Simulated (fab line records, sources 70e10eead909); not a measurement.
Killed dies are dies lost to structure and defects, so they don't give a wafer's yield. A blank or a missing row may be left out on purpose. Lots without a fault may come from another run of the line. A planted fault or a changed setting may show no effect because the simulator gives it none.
Which tool did it? | flow nand_harc | 12 lots, 36 wafers sampled, at 6 steps of a route of 1302

WHAT THE GAUGES READ, wafer by wafer
NHARC_P_GATE_CD_MEAS_33.
lot  | measured     | on        | cd_nm (nm)
L787 | day 5 11:12  | cd_sem-02 | 117.4 120.2 122.4
L788 | day 6 02:43  | cd_sem-03 | 118.6 122.9 119.7
L792 | day 7 09:07  | cd_sem-01 | 114.2 118.6 118.2
L793 | day 7 21:43  | cd_sem-02 | 120.2 117.8 120.1
L794 | day 8 10:53  | cd_sem-03 | 115.8 121.9 118.7
L795 | day 8 22:28  | cd_sem-03 | 125.0 118.5 124.2
L796 | day 9 05:44  | cd_sem-03 | 114.4 119.6 117.9
L797 | day 9 15:44  | cd_sem-02 | 119.4 119.2 122.8
L798 | day 9 21:33  | cd_sem-02 | 118.3 117.8 120.8
L799 | day 10 10:11 | cd_sem-01 | 117.6 119.2 116.8
L800 | day 11 02:18 | cd_sem-03 | 112.6 117.5 118.7
L809 | day 14 20:13 | cd_sem-01 | 120.2 118.5 117.3

NHARC_P_GATE_CD_MEAS_46: target cd 720 nm.
lot  | measured     | on        | cd_nm (nm)
L787 | day 6 00:07  | cd_sem-01 | 718.7 718.2 717.7
L788 | day 6 13:39  | cd_sem-01 | 720.4 720.4 719.7
L792 | day 7 20:04  | cd_sem-03 | 721.0 718.9 719.2
L793 | day 8 08:48  | cd_sem-03 | 717.8 714.7 717.6
L794 | day 8 21:47  | cd_sem-01 | 718.8 720.2 716.6
L795 | day 9 09:36  | cd_sem-02 | 717.2 716.9 720.2
L796 | day 9 16:44  | cd_sem-02 | 718.9 719.2 718.8
L797 | day 10 02:44 | cd_sem-02 | 720.2 717.1 717.1
L798 | day 10 10:43 | cd_sem-02 | 720.6 717.8 719.8
L799 | day 10 20:59 | cd_sem-02 | - - -
L800 | day 11 13:14 | cd_sem-03 | 718.5 719.0 719.4
L809 | day 15 07:01 | cd_sem-02 | 719.5 717.0 718.4

NHARC_END_SORT_01.
lot  | measured     | on        | killed_at_array | killed_at_other | killed_at_periphery | killed_dies | killed_open | killed_short
L799 | day 29 17:09 | prober-02 | 27 20 31        | 2 1 1           | 648 656 645         | 677 677 677 | 1 2 4       | 2 0 2

WHICH TOOL RAN EACH LOT (tool, then ch and the chambers of the sampled wafers, then the start)
lot  | NHARC_P_GATE_HM_OPEN_105                     | NHARC_P_GATE_EXPOSE_43            | NHARC_P_GATE_STRIP_111
L787 | rie_diel-02 ch 0,1,3, day 5 11:12 or earlier | krf_scanner-04 ch 0, day 5 23:58  | plasma_asher-02 ch 0,1, day 6 00:44
L788 | rie_diel-04 ch 0,1,2, day 6 02:43 or earlier | krf_scanner-04 ch 0, day 6 13:29  | plasma_asher-02 ch 0,1, day 6 14:11
L792 | rie_diel-02 ch 0,1,3, day 7 09:07 or earlier | krf_scanner-03 ch 0, day 7 19:55  | plasma_asher-01 ch 0,1, day 7 20:36
L793 | rie_diel-12 ch 0,2,3, day 7 21:43 or earlier | krf_scanner-04 ch 0, day 8 08:38  | plasma_asher-02 ch 0,1, day 8 09:20
L794 | rie_diel-12 ch 0,2, day 8 10:53 or earlier   | krf_scanner-04 ch 0, day 8 21:37  | plasma_asher-02 ch 0,1, day 8 22:22
L795 | rie_diel-02 ch 1,2,3, day 8 22:28 or earlier | krf_scanner-03 ch 0, day 9 09:26  | plasma_asher-01 ch 0,1, day 9 10:07
L796 | rie_diel-04 ch 0,2,3, day 9 05:44 or earlier | krf_scanner-01 ch 0, day 9 16:35  | plasma_asher-01 ch 0,1, day 9 17:17
L797 | rie_diel-04 ch 0,3, day 9 15:44 or earlier   | krf_scanner-04 ch 0, day 10 02:35 | plasma_asher-01 ch 0,1, day 10 03:22
L798 | rie_diel-02 ch 0,1,3, day 9 21:33 or earlier | krf_scanner-01 ch 0, day 10 10:34 | plasma_asher-02 ch 0,1, day 10 11:14
L799 | rie_diel-12 ch 0,2, day 10 10:11 or earlier  | krf_scanner-01 ch 0, day 10 20:50 | plasma_asher-01 ch 0,1, day 10 21:37
L800 | rie_diel-12 ch 0,1, day 11 02:18 or earlier  | krf_scanner-04 ch 0, day 11 13:05 | plasma_asher-01 ch 0,1, day 11 13:46
L809 | rie_diel-04 ch 0,1, day 14 20:13 or earlier  | krf_scanner-01 ch 0, day 15 06:52 | plasma_asher-02 ch 0,1, day 15 07:38
- NHARC_P_GATE_HM_OPEN_105: chemistry O2/COS, target depth 360 nm.
- NHARC_P_GATE_EXPOSE_43: exposes mask P NSD, target cd 720 nm.
- NHARC_P_GATE_STRIP_111: strips in N2/H2, time 250 s.

WHAT THE TOOLS THEMSELVES READ (means of the sampled wafers that have a number; where no wafer has one, the mark that the record gives instead)
NHARC_P_GATE_HM_OPEN_105.
lot  | tool        | cos_flow_sccm (sccm) | drypump_motor_current_A (A) | oes_product_au (a.u.) | rf_vpp_V (V) | showerhead_plenum_p_Torr (Torr) | throttle_valve_pct (%)
L787 | rie_diel-02 | 19.98                | 5.8                         | 1.006                 | 466.8        | 3.11                            | 28.334
L788 | rie_diel-04 | 20.01                | 5.8                         | 1.001                 | 467.8        | 3.15                            | 28.333
L792 | rie_diel-02 | 19.97                | 5.9                         | 1.011                 | 466.6        | 3.11                            | 28.335
L793 | rie_diel-12 | 20.04                | 5.4                         | 1.001                 | 466.4        | 3.05                            | 28.332
L794 | rie_diel-12 | 19.99                | 5.5                         | 1.012                 | 466.2        | 3.08                            | 28.336
L795 | rie_diel-02 | 19.97                | 6.2                         | 0.993                 | 466.1        | 3.09                            | 28.315
L796 | rie_diel-04 | 20.03                | 5.7                         | 1.006                 | 466.6        | 3.10                            | 28.329
L797 | rie_diel-04 | 19.98                | 5.2                         | 0.995                 | 465.6        | 3.08                            | 28.327
L798 | rie_diel-02 | 19.96                | 5.9                         | 1.010                 | 466.8        | 3.11                            | 28.329
L799 | rie_diel-12 | 20.03                | 5.4                         | 1.011                 | 465.4        | 3.08                            | 28.329
L800 | rie_diel-12 | 20.06                | 5.5                         | 1.003                 | 466.7        | 3.10                            | 28.335
L809 | rie_diel-04 | 19.96                | 5.5                         | 0.987                 | 467.7        | 3.17                            | 28.324

NHARC_P_GATE_EXPOSE_43.
lot  | tool           | exposure_dose_mJ_cm2 | stage_vel_mm_s (mm/s)
L787 | krf_scanner-04 | 14.812               | 500.12
L788 | krf_scanner-04 | 14.812               | 500.10
L792 | krf_scanner-03 | 14.814               | 499.96
L793 | krf_scanner-04 | 14.822               | 499.86
L794 | krf_scanner-04 | 14.818               | 499.96
L795 | krf_scanner-03 | 14.823               | 500.37
L796 | krf_scanner-01 | 14.783               | 499.94
L797 | krf_scanner-04 | 14.824               | 499.38
L798 | krf_scanner-01 | 14.797               | 500.57
L799 | krf_scanner-01 | 14.826               | 500.12
L800 | krf_scanner-04 | 14.815               | 500.10
L809 | krf_scanner-01 | 14.800               | 500.20

NHARC_P_GATE_STRIP_111.
lot  | tool            | drypump_motor_current_A (A) | heater_power_w (W)
L787 | plasma_asher-02 | 6.1                         | 89
L788 | plasma_asher-02 | 6.2                         | 95
L792 | plasma_asher-01 | 5.5                         | 81
L793 | plasma_asher-02 | 6.2                         | 96
L794 | plasma_asher-02 | 6.1                         | 90
L795 | plasma_asher-01 | 5.4                         | 80
L796 | plasma_asher-01 | 5.2                         | 81
L797 | plasma_asher-01 | 5.2                         | 81
L798 | plasma_asher-02 | 6.2                         | 90
L799 | plasma_asher-01 | 5.3                         | 82
L800 | plasma_asher-01 | 5.3                         | 81
L809 | plasma_asher-02 | 6.1                         | 90

THE ANSWER, worked out from the rows above alone
Rule: what is usual is taken from the lots themselves. Put in order of their means at a reading, lots are off if they are a third of the lots or fewer, leave a main group of 4 or more, and stand apart from it by a gap of 3 or more times the standard deviation of the main group's means; of several such gaps the widest counts. A main group whose means are all the same, to the digits that the tables above print for the reading, isn't used. A lot without any number at a reading at which 4 lots or more have one is off too. The other lots that the step has rows for count as sound. The gauges are gone through in route order, then the tools' own readings, and for those a lot's mean is taken as printed above. The first step at which some lot is off is used, and at that step the reading that is off furthest; a lot without a number counts as furthest.
Off: L799, at NHARC_P_GATE_CD_MEAS_46 (cd_nm). Without a number there: L799. The main group: mean 718.7 nm, standard deviation 0.9.
A tool fits if, at a process step before that reading, it ran every lot that is off, and no sound lot after the first of them. The gauges at NHARC_P_GATE_CD_MEAS_46 are tried like those tools. NHARC_P_GATE_HM_OPEN_105 gives no start for some lots, so the hours and the order of its lots are those of NHARC_P_GATE_CD_MEAS_33. None of those tried fits.

WHAT THE SIMULATOR HAD PUT IN
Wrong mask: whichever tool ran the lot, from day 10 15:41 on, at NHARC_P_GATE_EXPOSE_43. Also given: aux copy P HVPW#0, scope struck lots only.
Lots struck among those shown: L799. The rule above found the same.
